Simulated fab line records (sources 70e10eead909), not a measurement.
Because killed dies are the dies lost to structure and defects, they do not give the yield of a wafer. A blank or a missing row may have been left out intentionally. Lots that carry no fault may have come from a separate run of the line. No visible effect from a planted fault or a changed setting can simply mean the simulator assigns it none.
A lot that was struck, set against a sound lot -- flow nand harc -- 27 out of 1159 route steps
Sound: wafers L815.4, L815.5, L815.6. Struck: wafer L822.4. (L822.2, L822.6 of the same lot were not struck and are left out.) The cause comes at the end.
For every step that has rows: the tool of each side, followed by ch and its chambers, followed by its first start. Under that, the readings that differ: sound wafers -- struck wafers -- difference of the means -- sigmas: that difference in standard deviations of wafers without a fault.
alike: same words and numbers on both sides, and readings whose means sit less than 2 such deviations apart. not compared: any withheld reading, any reading some wafer has no value for, any bound like >300 that may hide the same value, and any number with overlapping values for which the record gives no deviation.
The two part at a step that has a row with sigmas, a row that says differs or no value, or rows on one side only. Numbers that have no deviation but don't overlap get no sigmas and don't part them. A reading that every wafer of one side lacks parts them only if that side has two wafers or more.

first, 7 steps without rows for these wafers: NHARC_A_BONDPAD_COAT_33 (time 65 s); NHARC_A_BONDPAD_COAT_03 (resist thk 600 nm); NHARC_A_BONDPAD_SOFTBAKE_04 (time 70 s); NHARC_A_BONDPAD_EBR_05; NHARC_A_BONDPAD_EXPOSE_06 (exposes mask A BPAD); NHARC_A_BONDPAD_PEB_07 (peb time 80 s); NHARC_A_BONDPAD_DEVELOP_08 (time 50 s).
NHARC_A_BONDPAD_CD_MEAS_09: the cd target is 500 nm.
  sound on cd sem-02 ch 0, day 18 02:10; struck on cd sem-01 ch 0, day 20 07:05
  alike: cd nm
NHARC_A_BONDPAD_OVL_MEAS_35:
  sound on overlay-02, day 18 02:15; struck on overlay-02, day 20 07:10
  alike: overlay x nm, overlay y nm
then, 3 steps without rows for these wafers: NHARC_A_BONDPAD_HARDBAKE_10 (time 65 s); NHARC_A_BONDPAD_DESCUM_11 (chemistry O2, time 3 s); NHARC_A_BONDPAD_ETCH_34 (etches the open film in N2/H2, target depth 60 nm, overetch 18 nm, time 65.91 s).
NHARC_A_BONDPAD_ETCH_12: etches the open film in CHF3/O2, target depth 220 nm, time 110 s.
  sound on rie diel-06 ch 2,3, day 18 02:34; struck on rie diel-06 ch 2, day 20 07:28
  alike: drypump motor current A, oes product au, rf vpp V, showerhead plenum p Torr, throttle valve pct
  not compared: rf hours counter h
NHARC_A_BONDPAD_CD_MEAS_13:
  sound on cd sem-02, day 18 02:42; struck on cd sem-02, day 20 07:37
  alike: cd nm
NHARC_A_BONDPAD_STRIP_15: strips in O2.
  sound on rie diel-06 ch 0,3, day 18 02:46; struck on rie diel-06 ch 0, day 20 07:41
reading,sound,struck,difference,sigmas
throttle valve pct (%),17.029 17.041 17.041,17.063,+0.026,+3
  alike: drypump motor current A, oes product au, rf vpp V, showerhead plenum p Torr
  not compared: rf hours counter h
then, 3 steps without rows for these wafers: NHARC_A_BONDPAD_ETCH_24 (etches the open film in CF4/N2, target depth 30 nm, time 72.99 s); NHARC_A_BONDPAD_STRIP_16 (strips in post etch residue remover, time 600 s); NHARC_A_BONDPAD_DEGAS_25 (time 60 s).
NHARC_A_BONDPAD_PRE_CLEAN_26: time 30 s.
  sound on pvd sputter-01; struck on pvd sputter-02
  alike: heater power w
then, 1 step without rows for these wafers: NHARC_A_BONDPAD_PVD_17 (deposits TaN, target thk 5 nm, time 8.06 s).
NHARC_A_BONDPAD_PVD_27: deposits Cu, target thk 30 nm, time 20.49 s.
  sound on pvd sputter-01; struck on pvd sputter-02
  alike: throttle valve pct
then, 1 step without rows for these wafers: NHARC_A_BONDPAD_ECD_18 (material Cu, target thk 400 nm).
NHARC_A_BONDPAD_ANNEAL_28: time 90 s.
  sound on rtp anneal-02 ch 0, day 18 04:13; struck on rtp anneal-01 ch 0, day 20 09:02
reading,sound,struck,difference,sigmas
wafer_temp_C_max,226.8 226.0 226.8,225.6,-0.9,-3
NHARC_A_BONDPAD_CMP_19: polishes, t overpolish 30 s, cu recess touch 16 s, target thk 169.8 nm.
  sound on cmp-01 ch 1,2,3, day 18 04:30; struck on cmp-01 ch 3, day 20 09:21
reading,sound,struck,difference,sigmas
slurry filter dp kPa (kPa),13.29 13.40 13.42,13.66,+0.29,+2
  alike: motor current A, overpolish run s
NHARC_A_BONDPAD_THK_MEAS_20: measures by xrf.
  sound on film metro-01, day 18 04:44; struck on film metro-01, day 20 09:39
  alike: thk nm
then, 1 step without rows for these wafers: NHARC_A_BONDPAD_SRD_21 (time 30 s, dry time 20 s).
NHARC_END_SORT_01:
  sound on prober-01 ch 0, day 19 13:42; struck on prober-01 ch 0, day 22 04:01
reading,sound,struck,difference,sigmas
defect limited yield (%),95.0 95.0 95.6,84.9,-10.3,-7
killed at array,31 33 29,100,+69,+8
killed dies,34 34 30,102,+69,+7
killed open,6 2 6,1,-4,-2
sort_bin_2_pct (%),2.1 1.5 0.9,6.5,+5.0,+8
sort_bin_3_pct (%),0.15 0.44 0.15,3.55,+3.30,+16
sort_bin_4_pct (%),2.8 3.1 3.4,5.0,+1.9,+2
sort n pass,643 643 647,575,-69,-7
sort yield pct (%),95.0 95.0 95.6,84.9,-10.3,-7
  alike: killed at other, killed at periphery, killed short, sort rim yield pct

== WHERE THEY PART ==
Earliest at NHARC_A_BONDPAD_STRIP_15; latest, in this record, at NHARC_END_SORT_01.

WHY: what had been put in by the simulator
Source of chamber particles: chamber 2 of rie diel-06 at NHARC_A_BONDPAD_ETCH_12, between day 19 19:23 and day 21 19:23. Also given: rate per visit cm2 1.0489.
